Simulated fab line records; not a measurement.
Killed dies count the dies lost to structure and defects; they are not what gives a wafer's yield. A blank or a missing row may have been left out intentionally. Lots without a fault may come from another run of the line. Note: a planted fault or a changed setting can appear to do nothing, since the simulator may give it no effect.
fab line records	flow n5-finfet
record: lots: 7	wafers: 39
route steps=1938 shown FIN_SAQP@131 DUMMY_GATE@228 SD_EPI_N@275 SD_EPI_P@321 GATE_CUT@466 MOL_CONTACT_COAG@599 PASSIVATION@1936
start-h: the number of hours between the record's first day and the start of the first shown wafer of the lot	wait-h: time in hours since the lot's previous step	" same as the row above	L1.1+2: a single row standing in for several wafers	- either no value or no given start	* or withheld: withheld	< > ~ a bound
route shown NAME@n: names a module that has steps shown in the file, with the first one's number in the route	usual: average and standard deviation across the fault-free wafers	same: alike in all rows	chamber/n: place in a boat	sites: per-site readings	_std_site: their standard deviation	_edge_site: inner sites' mean taken away from outer sites' mean	radius-mm: how far each site lies from the wafer's centre	mask NAME#n: copy n	behind: tool/chamber where the wafer was last shaped	hold: cause of the lot's hold/its duration in hours/its outcome	device: names the non-switching transistor (n, p or np)	end of line: the same wafers' tests at the end of the route	a step without rows: its recipe alone	killed: not the wafer's yield, but the dies lost to structure and defects at the first sort	map: dies across one wafer; x = killed, . = not, _ = none there
set.NAME: the run value of the setting; set.NAME@STEP: its run value at that earlier step	model.NAME: the simulator's own value behind a step, which no gauge read
lots where settings were altered on purpose, with a table for each step and a row for each wafer
== steps ==
step: N5_FIN_SAQP_MANDREL_ETCH_58
recipe: chemistry: HBr/Cl2	target: a-Si	target-depth-a: 450	bt-time-s: 10	stop-on: SiNx	mask-material: SiO2	over-etch-frac: 0.8	time-s: 27	pressure-mtorr: 10	icp-w: 800	bias-w: 75	HBr_flow_sccm: 150	Cl2_flow_sccm: 80	ends: end-point
step: N5_DUMMY_GATE_EXPOSE_12
recipe: mask-id: GATE	na: 0.33	source-shape: annular	sigma-inner: 0.2	sigma-outer: 0.6	polarization: unpolarized	target-cd-nm: 25	dose-mj: 34
step: N5_DUMMY_GATE_ETCH_31
recipe: chemistry: C4F6/O2	target: SiO2	mask-material: SOC	target-depth-a: 825	time-s: 27.5	ion-energy-ev: 250	pressure-mtorr: 30	source-w: 345	bias-w: 185	Ar_flow_sccm: 300	C4F6_flow_sccm: 10	O2_flow_sccm: 10
step: N5_DUMMY_GATE_ETCH_32
recipe: chemistry: CF4	target: SiO2	target-depth-a: 35	time-s: 3.9	ion-energy-ev: 350	pressure-mtorr: 10	icp-w: 800	bias-w: 400	cf4-flow-sccm: 80
step: N5_DUMMY_GATE_ETCH_42
recipe: chemistry: CHF3/O2	target: SiO2	target-depth-a: 35	time-s: 31	ion-energy-ev: 30	bias-w: 12	pressure-mtorr: 30	source-w: 600	Ar_flow_sccm: 200	CHF3_flow_sccm: 50	O2_flow_sccm: 5
step: N5_SD_EPI_N_ETCH_35
recipe: chemistry: N2/H2	target: SOC	overetch-a: 1080	mask-material: SiARC	temp-c: 40	ion-energy-ev: 100	source-w: 3000	bias-w: 133	pressure-mtorr: 20	time-s: 486	n2-flow-sccm: 200	h2-flow-sccm: 200
step: N5_SD_EPI_N_LINER_46
recipe: material: SiNx	target-thk-a: 30	temp-c: 400	ald-precursor-family: SiH2I2	ald-co-reactant: N2/H2-plasma	pressure-torr: 2
step: N5_SD_EPI_P_EPI_21
recipe: material: SiGe:B	dopant: B	temp-c: 550	pressure-torr: 20	ambient: H2	time-s: 355
step: N5_GATE_CUT_ETCH_56
recipe: chemistry: Cl2/Ar	target: TiN	target-depth-a: 216	pressure-mtorr: 10	icp-w: 600	bias-w: 60	Cl2_flow_sccm: 40	Ar_flow_sccm: 60
step: N5_MOL_CONTACT_COAG_EXPOSE_37
recipe: mask-id: VD	na: 0.33	source-shape: annular	sigma-inner: 0.3	sigma-outer: 0.7	polarization: unpolarized	defocus-nm: 0	dose-mj: 62
step: N5_PASSIVATION_PROBE_49
usual: killed-at-contacts: 11/6
lot.wafer	tool	chamber	start-h	wait-h	set.bias-w@FIN_SAQP_MANDREL_ETCH_58	set.dose-mj@DUMMY_GATE_EXPOSE_12	set.target-depth-a@DUMMY_GATE_ETCH_31	set.time-s@DUMMY_GATE_ETCH_32	set.bias-w@DUMMY_GATE_ETCH_42	set.time-s@SD_EPI_N_ETCH_35	set.target-thk-a@SD_EPI_N_LINER_46	set.epi-growth-time-s@SD_EPI_P_EPI_21	set.icp-w@GATE_CUT_ETCH_56	set.dose-mj@MOL_CONTACT_COAG_EXPOSE_37	killed-at-contacts
L074.1	prober-02	-	281.69	0.0	75	34	825	3.9	12	486	30	355	638.2	62	12
L074.2	prober-02	-	281.74	0.1	85.15	34	825	4.321	11.16	486	30	326.9	638.2	62	18
L074.3	prober-02	-	281.79	0.1	85.15	34	825	3.9	12	486	30	326.9	600	62	5
L074.4	prober-02	-	281.84	0.2	75	34	825	4.321	12	486	30	355	600	62	5
L074.5	prober-02	-	281.89	0.2	75	34	825	3.9	11.16	486	30	326.9	600	62	5
L074.6	prober-02	-	281.94	0.3	85.15	34	825	4.321	11.16	486	30	355	638.2	62	12
L081.1	prober-01	-	306.27	0.0	89.33	34	825	3.9	12	486	28.03	386.7	600	64.17	9
L081.2	prober-01	-	306.32	0.1	75	34	868.1	3.507	12	486	30	386.7	682.3	62	20
L081.3	prober-01	-	306.37	0.1	75	34	825	3.507	12	486	28.03	355	682.3	62	5
L081.4	prober-01	-	306.42	0.2	89.33	34	868.1	3.9	12	486	28.03	386.7	682.3	64.17	8
L081.5	prober-01	-	306.47	0.2	89.33	34	868.1	3.507	12	486	30	355	600	64.17	13
L081.6	prober-01	-	306.52	0.3	75	34	825	3.9	12	486	30	355	600	62	10
L085.1	prober-02	-	343.29	0.0	75	34	825	3.9	12	486	30	355	600	62	14
L085.2	prober-02	-	343.34	0.1	75	34	825	3.9	12	486	30	355	550.9	59.4	27
L085.3	prober-02	-	343.39	0.1	75	34	825	3.9	12	486	26.82	355	600	59.4	37
L085.4	prober-02	-	343.44	0.2	75	35.9	825	3.9	12	486	30	355	550.9	62	9
L085.5	prober-02	-	343.49	0.2	75	35.9	825	3.9	12	486	26.82	355	600	62	14
L085.6	prober-02	-	343.54	0.3	75	35.9	825	3.9	12	486	26.82	355	550.9	59.4	34
L089.1	prober-02	-	352.94	0.0	75	34	916.4	3.9	12	486	27.99	339.7	600	62	9
L089.2	prober-02	-	352.99	0.1	75	34	916.4	3.9	12.95	486	27.99	355	600	62	10
L089.3	prober-02	-	353.04	0.1	75	32.43	825	3.228	12.95	486	30	355	600	62	10
L089.4	prober-02	-	353.09	0.2	75	32.43	825	3.9	12	599.8	30	339.7	600	62	7
L089.5	prober-02	-	353.14	0.2	75	34	825	3.228	12.95	599.8	27.99	339.7	600	62	9
L089.6	prober-02	-	353.19	0.3	75	32.43	916.4	3.228	12	599.8	30	355	600	62	11
L090.2	prober-02	-	358.96	0.7	75	34	825	3.9	12	486	30	355	600	62	12
L090.3	prober-02	-	359.01	0.7	75	34	825	3.9	12	486	30	355	600	62	14
L090.4	prober-02	-	359.06	0.8	75	34	825	3.9	12	486	30	355	600	62	19
L095.1	prober-01	-	395.07	0.0	75	34	866.6	3.9	12	448	32.43	355	652.6	62	13
L095.2	prober-01	-	395.12	0.1	80.84	34.71	825	3.9	14.3	448	30	355	600	60.57	29
L095.3	prober-01	-	395.17	0.1	75	34.71	825	3.59	12	486	30	355	600	60.57	16
L095.4	prober-01	-	395.22	0.2	80.84	34	866.6	3.59	12	448	30	355	652.6	62	16
L095.5	prober-01	-	395.27	0.2	80.84	34	825	3.59	14.3	486	32.43	355	600	62	18
L095.6	prober-01	-	395.32	0.3	75	34.71	866.6	3.9	14.3	486	32.43	355	652.6	60.57	19
L094.1	prober-02	-	397.03	0.0	61.86	32.29	825	3.9	10.66	442.7	30	342.3	600	59.76	21
L094.2	prober-02	-	397.08	0.1	75	34	825	3.9	12	486	30	342.3	600	59.76	16
L094.3	prober-02	-	397.13	0.1	75	32.29	825	3.177	10.66	486	30	355	600	62	4
L094.4	prober-02	-	397.18	0.2	75	34	825	3.177	12	442.7	30	355	600	59.76	26
L094.5	prober-02	-	397.23	0.2	61.86	32.29	825	3.9	12	442.7	30	355	600	62	12
L094.6	prober-02	-	397.28	0.3	61.86	34	825	3.177	10.66	486	30	342.3	600	62	9
killed by level:class
L074.1 BEOL_M4:geometric-particle:open=13 MOL_CONTACT_COAG:geometric-particle:open=11 FIN_SAQP:geometric-particle:short=8 STI_FIN_REVEAL:geometric-particle:open=5 BEOL_M3:geometric-particle:open=5 FIN_SAQP:geometric-particle:open=4 BEOL_M0_SAQP:geometric-particle:open=4 BEOL_M1:geometric-particle:open=3
L074.2 MOL_CONTACT_COAG:geometric-particle:open=13 BEOL_M1:geometric-particle:open=13 BEOL_M4:geometric-particle:open=11 STI_FIN_REVEAL:geometric-particle:open=10 BEOL_M0_SAQP:geometric-particle:short=9 BEOL_M3:geometric-particle:open=7 BEOL_M0_SAQP:geometric-particle:open=6 FIN_SAQP:geometric-particle:open=5
L074.3 STI_FIN_REVEAL:geometric-particle:open=13 FIN_SAQP:geometric-particle:open=9 BEOL_M3:geometric-particle:open=7 BEOL_M0_SAQP:geometric-particle:open=6 FIN_SAQP:geometric-particle:short=5 BEOL_M0_SAQP:geometric-particle:short=5 BEOL_M1:geometric-particle:open=5 BEOL_M8:geometric-particle:open=5
L074.4 BEOL_M3:geometric-particle:open=12 FIN_SAQP:geometric-particle:short=7 BEOL_M4:geometric-particle:open=7 FIN_SAQP:geometric-particle:open=5 BEOL_M0_SAQP:geometric-particle:open=5 BEOL_M0_SAQP:geometric-particle:short=5 DUMMY_GATE:geometric-particle:open=4 BEOL_M0:geometric-particle:open=4
L074.5 FIN_SAQP:geometric-particle:open=10 BEOL_M0_SAQP:geometric-particle:open=9 FIN_SAQP:geometric-particle:short=6 STI_FIN_REVEAL:geometric-particle:open=5 GATE_CUT:geometric-particle:short=5 BEOL_M3:geometric-particle:open=5 BEOL_M4:geometric-particle:open=5 STARTING-WAFER:geometric-particle:short=4
L074.6 BEOL_M0_SAQP:geometric-particle:open=17 BEOL_M4:geometric-particle:open=17 BEOL_M0_SAQP:geometric-particle:short=13 FIN_SAQP:geometric-particle:open=12 FIN_SAQP:geometric-particle:short=9 MOL_CONTACT_COAG:geometric-particle:open=9 STARTING-WAFER:geometric-particle:short=8 STI_FIN_REVEAL:geometric-particle:open=7
L081.1 BEOL_M3:geometric-particle:open=9 STI_FIN_REVEAL:geometric-particle:open=7 MOL_CONTACT_COAG:geometric-particle:open=7 DUMMY_GATE:geometric-particle:open=6 BEOL_M0_SAQP:geometric-particle:short=5 ILD0:geometric-particle:open=4 BEOL_M0_SAQP:geometric-particle:open=4 BEOL_M4:geometric-particle:open=4
L081.2 MOL_CONTACT_COAG:geometric-particle:open=18 BEOL_M1:geometric-particle:open=10 BEOL_M4:geometric-particle:open=10 BEOL_M2:geometric-particle:open=9 FIN_SAQP:geometric-particle:short=7 BEOL_M1:geometric-particle:short=6 STI_FIN_REVEAL:geometric-particle:open=5 BEOL_M0_SAQP:geometric-particle:short=4
L081.3 BEOL_M4:geometric-particle:open=16 BEOL_M3:geometric-particle:open=12 BEOL_M1:geometric-particle:open=9 BEOL_M0_SAQP:geometric-particle:open=8 DUMMY_GATE:geometric-particle:open=6 BEOL_M5:geometric-particle:open=5 FIN_SAQP:geometric-particle:short=4 MOL_CONTACT_COAG:geometric-particle:open=4
L081.4 BEOL_M3:geometric-particle:open=17 BEOL_M0_SAQP:geometric-particle:short=12 FIN_SAQP:geometric-particle:open=7 MOL_CONTACT_COAG:geometric-particle:open=7 BEOL_M0_SAQP:geometric-particle:open=7 STI_FIN_REVEAL:geometric-particle:open=5 BEOL_M5:geometric-particle:open=5 FIN_CUT:geometric-particle:open=4
L081.5 MOL_CONTACT_COAG:geometric-particle:open=11 BEOL_M3:geometric-particle:open=6 DUMMY_GATE:geometric-particle:open=5 BEOL_M0_SAQP:geometric-particle:open=5 BEOL_M4:geometric-particle:open=5 STI_FIN_REVEAL:geometric-particle:open=4 GATE_CUT:geometric-particle:short=4 BEOL_M2:geometric-particle:open=4
L081.6 BEOL_M4:geometric-particle:open=9 FIN_SAQP:geometric-particle:short=8 BEOL_M1:geometric-particle:open=8 BEOL_M0_SAQP:geometric-particle:short=6 GATE_CUT:geometric-particle:short=6 STI_FIN_REVEAL:geometric-particle:open=5 MOL_CONTACT_COAG:geometric-particle:short=5 BEOL_M2:geometric-particle:open=5
L085.1 FIN_SAQP:geometric-particle:open=17 MOL_CONTACT_COAG:geometric-particle:open=11 BEOL_M5:geometric-particle:open=8 BEOL_M0_SAQP:geometric-particle:open=7 BEOL_M2:geometric-particle:open=6 BEOL_M0_SAQP:geometric-particle:short=5 STI_FIN_REVEAL:geometric-particle:open=3 MOL_CONTACT_COAG:geometric-particle:short=3
L085.2 MOL_CONTACT_COAG:area-expose=17 FIN_SAQP:geometric-particle:open=15 BEOL_M0_SAQP:geometric-particle:short=10 BEOL_M2:geometric-particle:open=9 MOL_CONTACT_COAG:geometric-particle:open=8 FIN_SAQP:geometric-particle:short=6 BEOL_M1:geometric-particle:open=6 BEOL_M3:geometric-particle:open=6
L085.3 MOL_CONTACT_COAG:area-expose=30 FIN_SAQP:geometric-particle:open=14 BEOL_M2:geometric-particle:open=10 MOL_CONTACT_COAG:geometric-particle:open=6 BEOL_M1:geometric-particle:open=5 BEOL_M1:geometric-particle:short=5 FIN_SAQP:geometric-particle:short=4 SPACER0:geometric-particle:short=3
L085.4 FIN_SAQP:geometric-particle:open=7 BEOL_M0_SAQP:geometric-particle:short=6 MOL_CONTACT_COAG:geometric-particle:open=5 BEOL_M2:geometric-particle:open=5 STI_FIN_REVEAL:geometric-particle:open=4 GATE_CUT:geometric-particle:short=4 GATE_CUT:geometric-particle:open=4 MOL_CONTACT_COAG:geometric-particle:short=4
L085.5 MOL_CONTACT_COAG:geometric-particle:open=12 FIN_SAQP:geometric-particle:open=11 BEOL_M0_SAQP:geometric-particle:short=8 STI_FIN_REVEAL:geometric-particle:open=6 BEOL_M0_SAQP:geometric-particle:open=6 DUMMY_GATE:geometric-particle:open=5 BEOL_M5:geometric-particle:open=4 BEOL_M1:geometric-particle:open=3
L085.6 MOL_CONTACT_COAG:area-expose=26 MOL_CONTACT_COAG:geometric-particle:open=6 BEOL_M0_SAQP:geometric-particle:short=6 BEOL_M1:geometric-particle:open=6 BEOL_M2:geometric-particle:open=6 BEOL_M0_SAQP:geometric-particle:open=5 STI_FIN_REVEAL:geometric-particle:open=4 DUMMY_GATE:geometric-particle:open=4
L089.1 BEOL_M0_SAQP:geometric-particle:open=8 BEOL_M4:geometric-particle:open=8 BEOL_M3:geometric-particle:open=8 FIN_SAQP:geometric-particle:short=7 MOL_CONTACT_COAG:geometric-particle:open=7 BEOL_M0_SAQP:geometric-particle:short=7 STI_FIN_REVEAL:geometric-particle:open=6 BEOL_M2:geometric-particle:short=6
L089.2 BEOL_M0_SAQP:geometric-particle:short=11 STI_FIN_REVEAL:geometric-particle:open=10 MOL_CONTACT_COAG:geometric-particle:open=8 BEOL_M4:geometric-particle:open=8 BEOL_M0_SAQP:geometric-particle:open=7 BEOL_M3:geometric-particle:open=7 FIN_SAQP:geometric-particle:open=5 STI_FIN_REVEAL:geometric-particle:short=5
L089.3 BEOL_M0_SAQP:geometric-particle:open=12 FIN_SAQP:geometric-particle:short=10 FIN_SAQP:geometric-particle:open=8 MOL_CONTACT_COAG:geometric-particle:open=6 BEOL_M0_SAQP:geometric-particle:short=6 BEOL_M2:geometric-particle:open=6 BEOL_M3:geometric-particle:open=6 BEOL_M2:geometric-particle:short=5
L089.4 BEOL_M0_SAQP:geometric-particle:open=18 BEOL_M0_SAQP:geometric-particle:short=10 BEOL_M3:geometric-particle:short=8 MOL_CONTACT_COAG:geometric-particle:open=6 BEOL_M1:geometric-particle:open=6 BEOL_M2:geometric-particle:open=6 MIM_TOP:geometric-particle:open=6 STI_FIN_REVEAL:geometric-particle:open=5
L089.5 BEOL_M2:geometric-particle:open=13 STI_FIN_REVEAL:geometric-particle:open=12 BEOL_M0_SAQP:geometric-particle:short=10 MOL_CONTACT_COAG:geometric-particle:open=8 BEOL_M0_SAQP:geometric-particle:open=7 BEOL_M3:geometric-particle:open=7 FIN_SAQP:geometric-particle:short=5 GATE_CUT:geometric-particle:short=5
L089.6 BEOL_M0_SAQP:geometric-particle:short=12 BEOL_M2:geometric-particle:open=10 MOL_CONTACT_COAG:geometric-particle:open=8 BEOL_M0_SAQP:geometric-particle:open=8 BEOL_M1:geometric-particle:open=8 BEOL_M5:geometric-particle:open=6 BEOL_M3:geometric-particle:open=4 BEOL_M4:geometric-particle:open=4
L090.2 FIN_SAQP:geometric-particle:open=19 BEOL_M0_SAQP:geometric-particle:open=17 BEOL_M0_SAQP:geometric-particle:short=16 BEOL_M4:geometric-particle:open=12 FIN_SAQP:geometric-particle:short=10 MOL_CONTACT_COAG:geometric-particle:open=10 STI_FIN_REVEAL:geometric-particle:open=6 PASS1_CAP:geometric-particle:open=4
L090.3 STI_FIN_REVEAL:geometric-particle:open=13 FIN_SAQP:geometric-particle:open=10 MOL_CONTACT_COAG:geometric-particle:open=10 BEOL_M0_SAQP:geometric-particle:open=7 BEOL_M0_SAQP:geometric-particle:short=6 BEOL_M2:geometric-particle:open=5 MOL_CONTACT_COAG:geometric-particle:short=4 BEOL_M4:geometric-particle:open=4
L090.4 FIN_SAQP:geometric-particle:short=17 FIN_SAQP:geometric-particle:open=14 MOL_CONTACT_COAG:geometric-particle:open=14 BEOL_M0_SAQP:geometric-particle:open=14 BEOL_M0_SAQP:geometric-particle:short=10 BEOL_M2:geometric-particle:open=7 PASS1_CAP:geometric-particle:open=6 STI_FIN_REVEAL:geometric-particle:open=5
L095.1 FIN_SAQP:geometric-particle:short=15 FIN_SAQP:geometric-particle:open=13 STI_FIN_REVEAL:geometric-particle:open=12 MOL_CONTACT_COAG:geometric-particle:open=10 BEOL_M4:geometric-particle:open=9 BEOL_M2:geometric-particle:open=8 BEOL_M3:geometric-particle:open=6 BEOL_M0_SAQP:geometric-particle:short=5
L095.2 MOL_CONTACT_COAG:geometric-particle:open=18 STI_FIN_REVEAL:geometric-particle:open=15 BEOL_M0_SAQP:geometric-particle:short=9 DUMMY_GATE:geometric-particle:open=7 FIN_SAQP:geometric-particle:short=6 MOL_CONTACT_COAG:area-expose=6 MOL_CONTACT_COAG:geometric-particle:short=5 BEOL_M0_SAQP:geometric-particle:open=4
L095.3 FIN_SAQP:geometric-particle:open=11 MOL_CONTACT_COAG:geometric-particle:open=8 FIN_SAQP:geometric-particle:short=7 BEOL_M3:geometric-particle:open=6 BEOL_M4:geometric-particle:open=5 MOL_CONTACT_COAG:geometric-particle:short=4 BEOL_M0_SAQP:geometric-particle:short=4 BEOL_M2:geometric-particle:open=4
L095.4 MOL_CONTACT_COAG:geometric-particle:open=15 BEOL_M0_SAQP:geometric-particle:open=15 FIN_SAQP:geometric-particle:open=12 FIN_SAQP:geometric-particle:short=9 BEOL_M0_SAQP:geometric-particle:short=7 BEOL_M1:geometric-particle:open=6 STARTING-WAFER:geometric-particle:short=4 GATE_CUT:geometric-particle:short=3
L095.5 MOL_CONTACT_COAG:geometric-particle:open=12 BEOL_M2:geometric-particle:open=7 BEOL_M4:geometric-particle:open=7 MOL_CONTACT_COAG:geometric-particle:short=6 BEOL_M3:geometric-particle:open=6 FIN_SAQP:geometric-particle:short=5 STI_FIN_REVEAL:geometric-particle:open=5 STI_FIN_REVEAL:geometric-particle:short=4
L095.6 STI_FIN_REVEAL:geometric-particle:open=14 BEOL_M0_SAQP:geometric-particle:open=13 BEOL_M0_SAQP:geometric-particle:short=11 MOL_CONTACT_COAG:geometric-particle:open=9 DUMMY_GATE:geometric-particle:open=8 BEOL_M3:geometric-particle:open=8 FIN_SAQP:geometric-particle:open=6 FIN_SAQP:geometric-particle:short=6
L094.1 MOL_CONTACT_COAG:area-expose=15 STI_FIN_REVEAL:geometric-particle:open=11 BEOL_M4:geometric-particle:open=7 FIN_SAQP:geometric-particle:open=6 DUMMY_GATE:geometric-particle:open=6 MOL_CONTACT_COAG:geometric-particle:open=6 PASS1_CAP:geometric-particle:open=6 STI_FIN_REVEAL:geometric-particle:short=5
L094.2 STI_FIN_REVEAL:geometric-particle:open=15 MOL_CONTACT_COAG:area-expose=11 FIN_SAQP:geometric-particle:open=8 BEOL_M2:geometric-particle:open=7 BEOL_M0_SAQP:geometric-particle:short=5 FIN_SAQP:geometric-particle:short=4 DUMMY_GATE:geometric-particle:open=4 MOL_CONTACT_COAG:geometric-particle:open=4
L094.3 STI_FIN_REVEAL:geometric-particle:open=18 BEOL_M1:geometric-particle:open=12 BEOL_M4:geometric-particle:open=9 FIN_SAQP:geometric-particle:short=7 FIN_SAQP:geometric-particle:open=5 BEOL_M0_SAQP:geometric-particle:short=5 BEOL_M3:geometric-particle:open=5 BEOL_M0_SAQP:geometric-particle:open=4
L094.4 MOL_CONTACT_COAG:area-expose=15 BEOL_M0_SAQP:geometric-particle:short=12 MOL_CONTACT_COAG:geometric-particle:open=11 BEOL_M0_SAQP:geometric-particle:open=10 BEOL_M2:geometric-particle:open=9 FIN_SAQP:geometric-particle:open=8 BEOL_M3:geometric-particle:open=7 DUMMY_GATE:geometric-particle:open=6
L094.5 FIN_SAQP:geometric-particle:short=13 BEOL_M4:geometric-particle:open=13 FIN_SAQP:geometric-particle:open=10 MOL_CONTACT_COAG:geometric-particle:open=10 BEOL_M1:geometric-particle:open=8 BEOL_M0_SAQP:geometric-particle:open=6 BEOL_M0_SAQP:geometric-particle:short=5 BEOL_M1:geometric-particle:short=4
L094.6 STI_FIN_REVEAL:geometric-particle:open=10 BEOL_M1:geometric-particle:open=8 MOL_CONTACT_COAG:geometric-particle:open=7 BEOL_M2:geometric-particle:open=7 BEOL_M3:geometric-particle:open=6 DUMMY_GATE:geometric-particle:open=5 BEOL_M0_SAQP:geometric-particle:open=5 BEOL_M4:geometric-particle:open=5
== key ==
split: step: N5_FIN_SAQP_MANDREL_ETCH_58	setting: bias-w	stated-as: 75
response none clear
split: step: N5_DUMMY_GATE_EXPOSE_12	setting: dose-mj	stated-as: 34
response none clear
split: step: N5_DUMMY_GATE_ETCH_31	setting: target-depth-a	stated-as: 825
response none clear
split: step: N5_DUMMY_GATE_ETCH_32	setting: time-s	stated-as: 3.9
response none clear
split: step: N5_DUMMY_GATE_ETCH_42	setting: bias-w	stated-as: 12
response none clear
split: step: N5_SD_EPI_N_ETCH_35	setting: time-s	stated-as: 486
response none clear
split: step: N5_SD_EPI_N_LINER_46	setting: target-thk-a	stated-as: 30
response none clear
split: step: N5_SD_EPI_P_EPI_21	setting: epi-growth-time-s	stated-as: 355
response none clear
split: step: N5_GATE_CUT_ETCH_56	setting: icp-w	stated-as: 600
response none clear
split: step: N5_MOL_CONTACT_COAG_EXPOSE_37	setting: dose-mj	stated-as: 62
response: step: N5_PASSIVATION_PROBE_49	reading: killed-at-contacts	slope: -3.37	per: 1%	together-with: all	explained: 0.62
